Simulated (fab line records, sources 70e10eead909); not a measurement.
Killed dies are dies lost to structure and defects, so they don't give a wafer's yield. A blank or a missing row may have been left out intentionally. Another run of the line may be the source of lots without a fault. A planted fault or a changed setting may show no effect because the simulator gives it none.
Chamber matching ; flow nandHarc ; NHARC_A_CONTACT_DEP_85 on pecvd-01 has 3 sister chambers
The step deposits SiON, target thk 60 nm. 18 wafers are shown with their chamber, then 9 later ones without.

## EACH WAFER AND ITS CHAMBER
wafer;chamber;heaterPowerOuterW (W);heaterPowerW (W)
L076.1;0;561;912
L076.2;2;612;865
L076.5;0;564;922
L082.1;2;543;800
L082.4;0;593;912
L082.6;1;404;729
L080.1;0;607;990
L080.3;2;592;866
L080.5;1;399;716
L086.3;0;622;1018
L086.5;0;638;1024
L086.6;2;603;871
L089.1;2;507;767
L089.3;0;638;1051
L089.6;1;413;749
L088.4;0;595;969
L088.5;2;533;784
L088.6;1;375;705

SIGNATURES (means of the wafers above)
reading;chamber 0;chamber 1;chamber 2;scatter within a chamber
heaterPowerOuterW;602.25;397.75;565.00;33
heaterPowerW;974.75;724.75;825.50;47
Rule: a wafer lies at a distance from a chamber equal to the root of the sum of squares, over the readings, of (its reading less the chamber's mean, divided by the reading's scatter). If the next closest chamber is less than 2 further off than the closest, the wafer can't be placed; otherwise it belongs to the closest. The scatter: take each reading less its chamber's mean, square it, sum over the shown wafers, divide by the number of wafers less the number of chambers, and take the root.

## WAFERS MISSING THEIR CHAMBER
wafer;heaterPowerOuterW (W);heaterPowerW (W)
L094.1;359;675
L094.2;591;870
L094.4;567;866
L092.1;524;791
L092.2;507;848
L092.3;344;646
L095.2;381;703
L095.3;600;870
L095.6;389;695

## EACH ONE'S CHAMBER
wafer;from the rows above;in truth
L094.1;1;1
L094.2;can't be placed: 2 or 0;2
L094.4;can't be placed: 2 or 0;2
L092.1;2;2
L092.2;2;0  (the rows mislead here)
L092.3;1;1
L095.2;1;1
L095.3;can't be placed: 2 or 0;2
L095.6;1;1
Placed correctly: 5 of 9. Unplaceable from these rows: 3, with the true chamber sitting among the candidates in 3. 1 placed wrongly.
